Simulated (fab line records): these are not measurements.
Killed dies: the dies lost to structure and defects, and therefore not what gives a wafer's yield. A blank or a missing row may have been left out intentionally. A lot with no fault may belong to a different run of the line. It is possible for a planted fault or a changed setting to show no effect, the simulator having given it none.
Problem report in the 8D (eight disciplines) form, filled by code + flow nand harc + the parts of the form that need people (team, actions taken, sign-off) are left out

== 1. WHAT IS WRONG ==
cd nm at NHARC_P_M0_CD_MEAS_09 reads a mean of 76.8 nm on 12 wafers of 4 lots; wafers without a fault read 89.7 nm with a standard deviation of 0.51. Relative to the usual mean, that is a shift of -25 standard deviations.
The step: target cd 90 nm.
The first sign was on wafer L215.1 at day 9 00:32, on cd sem-02. The record has a number at this step for 48 wafers belonging to 16 lots. By rule, "out" or "out of limits" means more than 4 standard deviations away from the usual mean. The other wafers with a number count as sound.

== 2. WHAT IT IS, AND WHAT IT ISN'T ==
| question                    | is                     | is not                                                                                 |
|-----------------------------|------------------------|----------------------------------------------------------------------------------------|
| which readings at this step | cd nm                  | -                                                                                      |
| which lots                  | L213, L215, L216, L220 | L202, L203, L204, L205, L207, L209, L211, L212, L217, L221, L222, L224                 |
| which wafers of those lots  | all that have a number | -                                                                                      |
| read on which gauges        | cd sem-02, cd sem-03   | cd sem-01                                                                              |
| when                        | from day 9 00:32       | up to then (24 sound wafers); but 12 sound wafers of L217, L221, L222, L224 came after |

== 3. THE SUSPECTS, EACH WITH WHAT RULES IT OUT ==
Counting: a tool at any process step up to the reading remains a suspect when it ran all the lots that are out and ran no sound lot after the first of those.
- the gauge at NHARC_P_M0_CD_MEAS_09 is ruled out. 2 gauges (cd sem-02, cd sem-03) read the wafers that are out.
- cvd w-01 at NHARC_P_CONTACT_CVD_23 (deposits W, target thk 200 nm, time 557 s): ruled out as a lasting fault. After its first lot that is out, L215 (day 8 23:46), sound lots L217, L221, L222, L224 ran on it. NHARC_P_CONTACT_CVD_23 gives no start for some lots, so the hours and the order of its lots are those of NHARC_P_CONTACT_INSPECT_27.
- arfi scanner-02 at NHARC_P_M0_EXPOSE_06 (exposes mask P M0, target cd 90 nm): kept. All lots that are out passed through it, beginning with L215 at day 9 00:24, and no sound lot followed; its final sound lot before that point was L212 at day 8 01:52. Its own exposure dose mJ cm2 readings are out on those wafers.
After counting, what remains is arfi scanner-02 at NHARC_P_M0_EXPOSE_06.

== 4. THE CAUSE (what the simulator had put in) ==
Drift in process parameters on arfi scanner-02 at NHARC_P_M0_EXPOSE_06, starting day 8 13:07. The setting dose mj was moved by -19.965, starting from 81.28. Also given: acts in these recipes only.
This tool alone remained once counting was done.

== 5. SEQUENCE OF EFFECTS, ordered by route ==
Each row: a reading where the mean over the struck wafers with a number is more than 3 standard deviations away from the usual. Scope: only readings with a usual standard deviation given in the record; hours: median across lots of the time from each lot's start at the first step in this table that gives one to its start at this step; sigmas: change in usual standard deviations.
| hours | step                  | reading              | usual   | on struck wafers | change | sigmas      |
|-------|-----------------------|----------------------|---------|------------------|--------|-------------|
| 0     | NHARC_P_M0_EXPOSE_06  | exposure dose mJ cm2 | 81.24   | 66.15            | -15.09 | -99 or more |
| 0     | NHARC_P_M0_CD_MEAS_09 | cd nm                | 89.7 nm | 76.8             | -12.9  | -25         |
It contains these process steps:
- NHARC_P_M0_EXPOSE_06: exposes mask P M0, target cd 90 nm.

== 6. WHAT WOULD HAVE CAUGHT IT SOONER ==
Counted from the fault's start at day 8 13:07, it took 11 hours until the first out-of-limits reading at a measuring or inspecting step in this record, taken at day 9 00:32.
At NHARC_P_M0_EXPOSE_06, the tool's own readings (exposure dose mJ cm2) were out on each struck wafer the step has a row for, so an alarm limit on them would have fired on the first such wafer.
Lots out: 4; of these, L213, L216, L220 started NHARC_P_M0_EXPOSE_06 on arfi scanner-02 after day 9 00:32. A hold on the tool at that time would have spared those 3.
